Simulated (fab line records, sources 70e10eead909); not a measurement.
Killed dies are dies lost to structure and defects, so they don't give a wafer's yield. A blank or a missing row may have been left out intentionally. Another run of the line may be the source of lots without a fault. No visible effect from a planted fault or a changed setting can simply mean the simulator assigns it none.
fab line records	flow nand_harc
record lots=13	wafers=39	last_day=24
route steps=1159 shown A_CHANNEL_HOLE_D1@478 A_CHANNEL_FILL_D1@495 END@1159
lots that met no fault: taken from a fault-free run of the same line
start_h: the number of hours between the record's first day and the start of the first shown wafer of the lot	wait_h: how many hours have passed since the lot's step before this one	" unchanged from the row above	L1.1+2: a row that stands for several wafers	- value missing, or start not given	* or withheld: withheld	< > ~ a bound
route shown NAME@n: NAME is a module with steps in the file, n the number in the route of the first one	usual: mean/standard deviation of fault-free wafers	same: alike in all rows	chamber/n: place in a boat	sites: the reading at each site	_std_site: the standard deviation of these	_edge_site: outer sites' mean less inner sites'	radius_mm: for every site, how far away it sits from the centre of the wafer	mask NAME#n: copy n	behind: the last tool/chamber to shape the wafer	hold: reason for holding the lot/hours on hold/outcome of the hold	device: names the non-switching transistor (n, p or np)	end of line: at the end of the route, the tests of the same wafers	a step with no rows: only its recipe	killed: count of dies lost to structure and defects at first sort (not the wafer's yield)	map: per-die view of a wafer (x killed, . not killed, _ where there is no die)
set.NAME: the setting the step ran with; set.NAME@STEP: the setting that earlier step ran with	model.NAME: the simulator's own value behind a step, which no gauge read
the route's steps for a sample of lots (tables are steps, rows are wafers)
services: from which hour (start_h, from the record's first day; less than 0 if before it) a tool's chamber was out of use, for how many hours, and why
## steps
# step NHARC_A_CHANNEL_HOLE_D1_ETCH_26
# recipe bias_v=300	source_w=2000	pressure_mtorr=30	time_s=224.1	ar_flow_sccm=375	c4f8_flow_sccm=11.4	o2_flow_sccm=113.6	temp_c=-20	target_depth_a=3000	chemistry=C4F8/O2/Ar
# usual drypump_motor_current_A=5.84/0.2	showerhead_plenum_p_Torr=3.83/0.086	throttle_valve_pct=24.583/0.0098
lot.wafer	tool	chamber	start_h	wait_h	drypump_motor_current_A	rf_hours_counter_h	showerhead_plenum_p_Torr	throttle_valve_pct
L268.2	har_etch-02	0	168.41	0.7	5.73	100	3.70	24.577
L268.4	"	0	"	"	5.70	-	3.70	24.569
L268.6	"	1	"	"	5.69	-	3.93	24.580
L269.1	har_etch-01	1	192.46	0.7	6.16	198	3.87	24.597
L269.3	"	1	"	"	6.15	-	3.87	24.582
L269.6	"	0	"	"	5.81	-	3.87	24.588
L270.2	har_etch-02	0	192.72	0.7	5.73	107	3.69	24.596
L270.1	"	1	"	"	5.61	107	3.93	24.574
L270.6	"	0	"	"	5.74	-	3.69	24.583
L273.1	har_etch-01	0	205.42	0.6	5.79	203	3.87	24.603
L273.4	"	0	"	"	5.76	-	3.87	24.588
L273.6	"	0	"	"	5.78	-	3.87	24.576
L272.1	har_etch-01	1	209.57	0.7	6.19	207	3.87	24.579
L272.5	"	1	"	"	6.16	-	3.87	24.582
L272.6	"	0	"	"	5.78	-	3.87	24.570
L274.1	har_etch-01	0	215.82	0.7	5.79	212	3.86	24.578
L274.2	"	1	"	"	6.17	212	3.87	24.588
L274.4	"	0	"	"	5.80	-	3.87	24.570
L276.4	har_etch-01	0	220.81	0.5	5.76	-	3.86	24.579
L276.6	"	0	"	"	5.77	-	3.86	24.591
L276.5	"	1	"	"	6.16	-	3.86	24.600
L281.1	har_etch-01	1	251.91	0.6	6.15	229	3.86	24.580
L281.6	"	0	"	"	5.75	-	3.86	24.586
L281.5	"	1	"	"	6.16	-	3.86	24.567
L285.2	har_etch-02	1	272.44	0.6	5.69	142	3.91	24.573
L285.4	"	0	"	"	5.74	-	3.67	24.570
L285.6	"	1	"	"	5.71	-	3.91	24.573
L284.2	har_etch-02	1	278.26	0.6	5.67	147	3.90	24.590
L284.4	"	0	"	"	5.72	-	3.67	24.586
L284.5	"	0	"	"	5.72	-	3.67	24.608
L289.1	har_etch-02	0	301.52	0.6	5.74	154	3.67	24.579
L289.3	"	1	"	"	5.66	-	3.90	24.575
L289.6	"	1	"	"	5.65	-	3.90	24.577
L288.2	har_etch-01	0	304.45	0.7	5.75	255	3.84	24.573
L288.6	"	0	"	"	5.76	-	3.84	24.590
L288.5	"	1	"	"	6.14	-	3.84	24.585
L290.1	har_etch-02	0	312.37	0.7	5.73	162	3.66	24.573
L290.4	"	1	"	"	5.61	-	3.89	24.613
L290.5	"	1	"	"	5.64	-	3.89	24.578
# step NHARC_A_CHANNEL_HOLE_D1_XSEM_31
# recipe landing_energy_ev=35000
# usual bot_cd_nm=74.3/1.7	bow_nm=8.64/0.28	tilt_deg=0.07/0.046
lot.wafer	tool	chamber	start_h	wait_h	bot_cd_nm	bow_nm	tilt_deg
L268.2	xsem-01	0	170.75	0.1	74.3	8.49	0.14
L268.4	"	0	"	"	73.3	8.47	0.14
L268.6	"	0	"	"	78.3	8.47	0.14
L269.1	xsem-01	0	194.31	0.1	75.2	8.50	0.14
L269.3	"	0	"	"	75.2	8.54	0.14
L269.6	"	0	"	"	75.2	8.45	0.14
L270.1	xsem-02	0	194.54	0.1	74.6	8.51	0.04
L270.2	"	0	"	"	73.6	8.44	0.04
L270.6	"	0	"	"	71.9	8.49	0.04
L273.1	xsem-01	0	207.22	0.1	74.4	8.40	0.14
L273.4	"	0	"	"	76.5	8.52	0.14
L273.6	"	0	"	"	73.6	8.45	0.14
L272.1	xsem-01	0	211.41	0.1	74.6	8.50	0.04
L272.5	"	0	"	"	71.7	8.57	0.04
L272.6	"	0	"	"	72.4	8.49	0.04
L274.1	xsem-02	0	217.79	0.1	72.9	8.44	0.16
L274.2	"	0	"	"	75.7	8.32	0.15
L274.4	"	0	"	"	75.8	8.37	0.15
L276.4	xsem-01	0	222.59	0.1	74.3	8.73	0.04
L276.5	"	0	"	"	72.4	8.75	0.04
L276.6	"	0	"	"	74.2	8.70	0.04
L281.1	xsem-01	0	253.70	0.1	74.9	9.17	0.04
L281.5	"	0	"	"	73.4	9.14	0.04
L281.6	"	0	"	"	74.5	9.21	0.04
L285.2	xsem-02	0	274.25	0.1	74.5	9.02	0.04
L285.4	"	0	"	"	74.5	8.96	0.03
L285.6	"	0	"	"	74.0	8.96	0.04
L284.2	xsem-01	0	280.05	0.1	73.6	8.91	0.10
L284.4	"	0	"	"	78.0	8.95	0.10
L284.5	"	0	"	"	72.4	8.95	0.10
L289.1	xsem-01	0	303.34	0.1	74.1	8.10	0.04
L289.3	"	0	"	"	74.3	8.08	0.04
L289.6	"	0	"	"	77.8	8.14	0.04
L288.2	xsem-01	0	306.28	0.1	75.9	8.63	0.03
L288.5	"	0	"	"	76.5	8.65	0.03
L288.6	"	0	"	"	75.2	8.68	0.03
L290.1	xsem-01	0	314.20	0.1	75.1	8.83	0.04
L290.4	"	0	"	"	77.6	8.94	0.04
L290.5	"	0	"	"	74.6	9.00	0.04
# step NHARC_A_CHANNEL_FILL_D1_ALD_15
# recipe target_thk_a=20	pulse_time_s=60	ald_cycles=19	temp_c=630	pressure_torr=2	material=SiNx
# usual precursor_pulse_height_rel=1.000/0.02
lot.wafer	tool	chamber	start_h	wait_h	precursor_pulse_height_rel
L268.2	ald_sin_batch-02	0	-	-	0.977
L268.4	"	0	"	"	0.976
L268.6	"	0	"	"	0.963
L269.1	ald_sin_batch-01	0	-	-	0.994
L269.3	"	0	"	"	1.002
L269.6	"	0	"	"	1.019
L270.1	ald_sin_batch-01	0	-	-	0.993
L270.2	"	0	"	"	0.982
L270.6	"	0	"	"	0.981
L273.1	ald_sin_batch-02	0	-	-	0.995
L273.4	"	0	"	"	0.998
L273.6	"	0	"	"	0.982
L272.1	ald_sin_batch-03	0	-	-	0.974
L272.5	"	0	"	"	1.030
L272.6	"	0	"	"	0.996
L274.1	ald_sin_batch-03	0	-	-	0.999
L274.2	"	0	"	"	1.034
L274.4	"	0	"	"	0.963
L276.4	ald_sin_batch-01	0	-	-	0.969
L276.5	"	0	"	"	0.983
L276.6	"	0	"	"	1.042
L281.1	ald_sin_batch-03	0	264.12	2.9	1.013
L281.5	"	0	"	"	0.997
L281.6	"	0	"	"	1.019
L285.2	ald_sin_batch-02	0	285.40	3.2	1.004
L285.4	"	0	"	"	0.989
L285.6	"	0	"	"	0.987
L284.2	ald_sin_batch-02	0	291.15	3.3	0.988
L284.4	"	0	"	"	1.003
L284.5	"	0	"	"	1.025
L289.1	ald_sin_batch-02	0	-	-	0.968
L289.3	"	0	"	"	1.015
L289.6	"	0	"	"	0.998
L288.2	ald_sin_batch-01	0	-	-	1.010
L288.5	"	0	"	"	1.003
L288.6	"	0	"	"	0.997
L290.1	ald_sin_batch-02	0	324.89	3.0	0.973
L290.4	"	0	"	"	0.987
L290.5	"	0	"	"	1.000
# step NHARC_A_CHANNEL_FILL_D1_CVD_18
# recipe target_thk_a=30	temp_c=550	material=poly-Si
# usual spike_tc_top_C=571.8/1.9	zone_power_top_pct=17.3/1.7
lot.wafer	tool	chamber	start_h	wait_h	spike_tc_top_C	zone_power_top_pct
L268.2	lpcvd_poly-03	0	193.01	-	574.1	19.1
L268.4	"	0	"	"	574.0	19.4
L268.6	"	0	"	"	572.1	19.2
L269.1	lpcvd_poly-01	0	216.60	-	572.6	15.6
L269.3	"	0	"	"	571.2	15.3
L269.6	"	0	"	"	570.3	15.5
L270.1	lpcvd_poly-01	0	216.60	-	568.8	15.2
L270.2	"	0	"	"	572.5	15.4
L270.6	"	0	"	"	574.2	15.6
L273.1	lpcvd_poly-01	0	229.73	-	572.4	15.5
L273.4	"	0	"	"	571.9	15.4
L273.6	"	0	"	"	572.8	15.5
L272.1	lpcvd_poly-04	0	233.42	-	568.2	18.0
L272.5	"	0	"	"	567.9	17.5
L272.6	"	0	"	"	569.3	17.6
L272.1	lpcvd_poly-04	0	235.63	0.5	570.2	17.8
L272.5	"	0	"	"	569.0	18.2
L272.6	"	0	"	"	569.3	17.8
L274.1	lpcvd_poly-01	0	240.09	-	571.4	15.3
L274.2	"	0	"	"	573.4	15.6
L274.4	"	0	"	"	571.5	15.2
L274.1	lpcvd_poly-03	0	242.33	0.5	573.7	19.5
L274.2	"	0	"	"	573.5	19.8
L274.4	"	0	"	"	572.6	19.5
L276.4	lpcvd_poly-03	0	250.21	-	574.7	19.2
L276.5	"	0	"	"	574.2	19.4
L276.6	"	0	"	"	575.4	19.4
L276.4	lpcvd_poly-03	0	252.42	0.5	574.1	19.6
L276.5	"	0	"	"	573.7	19.2
L276.6	"	0	"	"	572.8	19.5
L281.1	lpcvd_poly-03	0	277.97	-	574.1	19.5
L281.5	"	0	"	"	572.2	19.2
L281.6	"	0	"	"	574.5	19.3
L285.2	lpcvd_poly-03	0	297.68	-	573.2	19.3
L285.4	"	0	"	"	573.5	19.5
L285.6	"	0	"	"	573.3	19.4
L284.2	lpcvd_poly-01	0	302.92	-	573.3	15.6
L284.4	"	0	"	"	572.1	15.3
L284.5	"	0	"	"	573.3	15.4
L289.1	lpcvd_poly-01	0	324.57	-	571.7	15.3
L289.3	"	0	"	"	571.6	15.5
L289.6	"	0	"	"	572.8	15.4
L288.2	lpcvd_poly-01	0	328.84	-	572.1	15.3
L288.5	"	0	"	"	570.6	15.3
L288.6	"	0	"	"	572.3	15.6
L290.1	lpcvd_poly-01	0	337.70	-	570.7	15.5
L290.4	"	0	"	"	572.5	15.7
L290.5	"	0	"	"	571.7	15.6
# step NHARC_END_SORT_01
# recipe temp_c=25
# usual killed_at_array=25/7.8	killed_at_other=0.6/0.81	killed_at_periphery=3.3/2.2	killed_dies=29/8.2	killed_open=3.5/1.9	killed_short=1.8/1.3
# same gross_dies=677
lot.wafer	tool	chamber	start_h	wait_h	killed_at_array	killed_at_other	killed_at_periphery	killed_dies	killed_open	killed_short
L272.1	prober-02	0	471.25	2.5	674	0	3	677	6	1
L272.5	prober-02	0	474.44	3.7	676	1	0	677	4	1
L272.6	prober-02	0	475.24	4.0	673	3	1	677	2	2
L274.1	prober-01	0	478.92	2.5	674	0	3	677	3	0
L274.2	prober-01	0	479.72	2.8	673	0	4	677	3	4
L274.4	prober-01	0	481.33	3.4	671	0	6	677	8	4
L276.4	prober-01	0	502.55	3.4	674	1	2	677	5	2
L276.5	prober-01	0	503.33	3.6	676	0	1	677	2	0
L276.6	prober-01	0	504.11	3.9	671	1	5	677	4	0
# killed by level:class
L272.1 A_CHANNEL_FILL_D1:area_cvd=639 A_SLIT:chamber_film_flake=13 A_CHANNEL_HOLE_D1:chamber_film_flake=8 A_CONTACT:chamber_film_flake=6 A_STAIRCASE:chamber_film_flake=2 A_WL_FILL:chamber_film_flake=2 P_STI:geometric_particle:open=1 P_GATE:geometric_particle:open=1
L272.5 A_CHANNEL_FILL_D1:area_cvd=643 A_SLIT:chamber_film_flake=13 A_CHANNEL_HOLE_D1:chamber_film_flake=8 A_CONTACT:chamber_film_flake=4 A_STAIRCASE:chamber_film_flake=3 A_CONTACT:geometric_particle:open=2 A_ONON_D1:geometric_particle:open=1 A_WL_FILL:geometric_particle:short=1
L272.6 A_CHANNEL_FILL_D1:area_cvd=635 A_CHANNEL_HOLE_D1:chamber_film_flake=14 A_SLIT:chamber_film_flake=9 A_CONTACT:chamber_film_flake=9 THIN_TSV:chamber_film_flake=3 A_WL_FILL:chamber_film_flake=2 P_CONTACT:geometric_particle:open=1 A_WL_FILL:geometric_particle:short=1
L274.1 A_CHANNEL_FILL_D1:area_cvd=642 A_SLIT:chamber_film_flake=14 A_CHANNEL_HOLE_D1:chamber_film_flake=10 A_ZERO_WELL:chamber_film_flake=3 A_CONTACT:chamber_film_flake=3 P_ZERO_WELL:chamber_film_flake=2 P_GATE:geometric_particle:open=1 A_CHANNEL_HOLE_D1:geometric_particle:open=1
L274.2 A_CHANNEL_FILL_D1:area_cvd=652 A_SLIT:chamber_film_flake=8 A_CHANNEL_HOLE_D1:chamber_film_flake=6 P_CONTACT:geometric_particle:open=1 P_M2:geometric_particle:open=1 A_SOURCE_PLATE:geometric_particle:short=1 A_ONON_D1:geometric_particle:short=1 A_CHANNEL_FILL_D1:geometric_particle:short=1
L274.4 A_CHANNEL_FILL_D1:area_cvd=635 A_CHANNEL_HOLE_D1:chamber_film_flake=15 A_SLIT:chamber_film_flake=7 P_M0:geometric_particle:open=2 A_ONON_D1:geometric_particle:short=2 A_CHANNEL_FILL_D1:geometric_particle:short=2 A_BLC:geometric_particle:open=2 A_ZERO_WELL:chamber_film_flake=2
L276.4 A_CHANNEL_FILL_D1:area_cvd=628 A_CHANNEL_FILL_D1:unspecified=27 A_CHANNEL_HOLE_D1:chamber_film_flake=9 A_BONDPAD:chamber_film_flake=2 P_GATE:geometric_particle:open=1 A_SOURCE_PLATE:geometric_particle:short=1 A_SOURCE_PLATE:geometric_particle:open=1 A_ONON_D1:geometric_particle:open=1
L276.5 A_CHANNEL_FILL_D1:area_cvd=643 A_CHANNEL_FILL_D1:unspecified=17 A_CHANNEL_HOLE_D1:chamber_film_flake=9 A_WL_FILL:chamber_film_flake=3 A_CONTACT:geometric_particle:open=2 A_STAIRCASE:chamber_film_flake=2 P_GATE:chamber_film_flake=1
L276.6 A_CHANNEL_FILL_D1:area_cvd=633 A_CHANNEL_FILL_D1:unspecified=19 A_CHANNEL_HOLE_D1:chamber_film_flake=16 P_GATE:chamber_film_flake=3 A_CONTACT:geometric_particle:open=2 P_M0:geometric_particle:open=1 A_ONON_D1:geometric_particle:open=1 P_ZERO_WELL:chamber_film_flake=1
## services
tool	chamber	start_h	hours	kind
lpcvd_poly-04	-	145.72	1.3	repair
ald_sin_batch-01	-	255.99	16.4	repair
lpcvd_poly-01	-	297.46	2.8	repair
xsem-02	-	302.00	14.0	pm
har_etch-01	-	305.00	17.0	pm
har_etch-01	0	305.00	17.0	vent_cycle
har_etch-01	1	305.00	17.0	vent_cycle
ald_sin_batch-03	-	314.00	26.0	pm
lpcvd_poly-04	-	314.00	26.0	pm
har_etch-01	0	322.00	-	clean
har_etch-01	0	322.00	-	consumable_replace:focus_ring
har_etch-01	1	322.00	-	clean
har_etch-01	1	322.00	-	consumable_replace:focus_ring
## key
first_sign step=NHARC_A_CHANNEL_FILL_D1_CVD_18	reading=visit	direction=added
effect step=NHARC_END_SORT_01	reading=killed_at_array	direction=up	sigmas=83	usual=25	struck=674
more_kills_born_at NHARC_A_CHANNEL_FILL_D1_CVD_18@lpcvd_poly-03=3833	NHARC_A_CHANNEL_FILL_D1_CVD_18@lpcvd_poly-04=1917
met_at NHARC_A_CHANNEL_FILL_D1_CVD_18
struck_lots L272,L274,L276
later_rows_left_out L272.1,L272.5,L272.6,L274.1,L274.2,L274.4,L276.4,L276.5,L276.6
tester_left_out L272,L274,L276
not_acting_at NHARC_A_CHANNEL_HOLE_D1_ETCH_26,NHARC_A_CHANNEL_HOLE_D1_XSEM_31,NHARC_A_CHANNEL_FILL_D1_ALD_15
fault kind=repeated_step_whole	tool=lpcvd_poly-01,lpcvd_poly-03,lpcvd_poly-04	chamber=-	onset_h=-	steps=NHARC_A_CHANNEL_FILL_D1_CVD_18	times=1	scope=struck_lots_only
# tester_left_out: of these lots the tester's yield and bins aren't shown, on N5 and GAA mostly nor the transistor test; their killed dies are dies lost to structure and defects alone, not to doping, threshold or leakage, so they don't give the yield
# later_rows_left_out: the simulator's readings of these wafers behind a module that went badly wrong aren't trusted and aren't shown, but for the sort
